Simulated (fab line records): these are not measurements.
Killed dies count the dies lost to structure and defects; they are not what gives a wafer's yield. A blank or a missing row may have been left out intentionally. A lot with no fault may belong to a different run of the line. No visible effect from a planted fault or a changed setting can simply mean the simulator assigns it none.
Comparing a struck lot with a sound one || flow n5_finfet || 15 out of 1938 route steps
Sound: wafers L920.1, L920.2, L920.6. Wafers struck: L929.1, L929.2. Last of all comes the cause.
Each step with rows lists, per side, the tool, then ch with its chambers, then its first start. Under that, the readings that differ: sound wafers || struck wafers || difference of the means || sigmas: that difference in standard deviations of wafers without a fault.
alike: readings with means less than 2 such deviations apart, plus words and numbers identical on both sides. not compared: withheld readings, readings lacking a value on some wafer, bounds such as >300 that could conceal the same value, and numbers that have no deviation in the record and whose values overlap.
Wherever a step has rows on one side only, a row that says differs or no value, or a row with sigmas, the two part there. When numbers do not overlap yet have no deviation, they are printed without sigmas and do not part them. A reading that every wafer of one side lacks parts them only if that side has two wafers or more.

first, 4 steps without rows for these wafers: N5_BEOL_M4_SOFTBAKE_23 (time 60 s); N5_BEOL_M4_EXPOSE_25 (exposes mask V3, defocus 5 nm); N5_BEOL_M4_PEB_26 (peb time 60 s); N5_BEOL_M4_DEVELOP_27 (develop time 30 s).
N5_BEOL_M4_CD_MEAS_28: target cd 26.2 nm, target cd y 24.1 nm.
  sound on cd_sem-01 ch 0, day 8 05:10; struck on cd_sem-01 ch 0, day 10 15:39
  alike: cd_nm
N5_BEOL_M4_OVL_MEAS_29:
  sound on overlay-02 ch 0, day 8 05:12; struck on overlay-02 ch 0, day 10 15:41
  alike: V3_OVL
N5_BEOL_M4_INSPECT_30: inspects for defects (brightfield).
  sound: defect_inspect-01 at day 8 05:16; struck: defect_inspect-02 at day 10 15:44
  alike: raw_defect_count
N5_BEOL_M4_DESCUM_33: chemistry O2, time 7 s.
  sound on rie_diel-02 ch 1,2,3, day 8 05:18; struck on rie_diel-04 ch 1,3, day 10 17:41
  alike: drypump_motor_current_A, oes_product_au, rf_vpp_V, showerhead_plenum_p_Torr, throttle_valve_pct
  not compared: rf_hours_counter_h
N5_BEOL_M4_ETCH_77: etches underlayer in N2/H2, target depth 6.5 nm, time 5.2 s.
  sound on rie_diel-02 ch 1,2,3, day 8 05:20; struck on rie_diel-04 ch 1,3, day 10 17:43
  alike: drypump_motor_current_A, etch_rf_on_time_s, oes_product_au, rf_vpp_V, showerhead_plenum_p_Torr, throttle_valve_pct
  not compared: rf_hours_counter_h
N5_BEOL_M4_ETCH_69: etches SiARC in CF4, target depth 15.6 nm, time 26 s.
  sound on rie_diel-02 ch 1,2,3, day 8 05:22; struck on rie_diel-04 ch 1,3, day 10 17:44
  alike: drypump_motor_current_A, etch_rf_on_time_s, oes_product_au, rf_vpp_V, showerhead_plenum_p_Torr, throttle_valve_pct
  not compared: rf_hours_counter_h
N5_BEOL_M4_ALD_98: deposits SiO2, target thk 2.5 nm, pulse time 1 s, co reactant pulse time 1 s.
  sound on ald_sin-03 ch 0,2, day 8 05:26; struck on ald_sin-03 ch 0,2, day 10 17:49
  alike: chamber_pressure_Torr, heater_power_w, precursor_pulse_height_rel
N5_BEOL_M4_ETCHBACK_99: etches SiO2 in CHF3, target depth 5 nm, time 10.4 s.
  sound on rie_diel-02 ch 1,2, day 8 08:14; struck on rie_diel-02 ch 2,3, day 10 23:02
  alike: drypump_motor_current_A, oes_product_au, rf_vpp_V, showerhead_plenum_p_Torr, throttle_valve_pct
  not compared: rf_hours_counter_h
N5_BEOL_M4_ETCH_70: etches SOC in N2/H2, target depth 80 nm, overetch 24 nm, time 130 s.
  sound on rie_diel-02 ch 1,2, day 8 08:16; struck on rie_diel-02 ch 2,3, day 10 23:04
{"reading": "run_length_s (s)", "sound": "152.6 152.3 152.9", "struck": "161.7 162.5", "difference": "+9.5", "sigmas": "+20"}
{"reading": "model.SiARC_of_BEOL_M4_COAT_68.thk_nm (nm)", "sound": "5.8 6 6", "struck": "5.6 5.6", "difference": -0.3, "sigmas": ""}
  alike: drypump_motor_current_A, oes_product_au, rf_vpp_V, showerhead_plenum_p_Torr, throttle_valve_pct
  not compared: rf_hours_counter_h
then, 1 step without rows for these wafers: N5_BEOL_M4_STRIP_71 (strips in N2/H2).
N5_BEOL_M4_RC_MEAS_101:
  sound on prober-01 ch 0, day 8 12:29; struck on prober-01 ch 0, day 11 03:37
  alike: DIBL_N, DIBL_P, IOFF_N, IOFF_P, ION_N, ION_P, SS_N, SS_P, VT_N, VT_P

== WHERE THEY PART ==
N5_BEOL_M4_ETCH_70 only, going by this record. Later steps at which nothing parts them and some readings are alike: N5_BEOL_M4_RC_MEAS_101.

WHY: the cause the simulator had injected
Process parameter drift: rie_diel-02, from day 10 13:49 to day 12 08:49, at N5_BEOL_M4_ETCH_70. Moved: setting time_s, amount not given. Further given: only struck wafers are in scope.
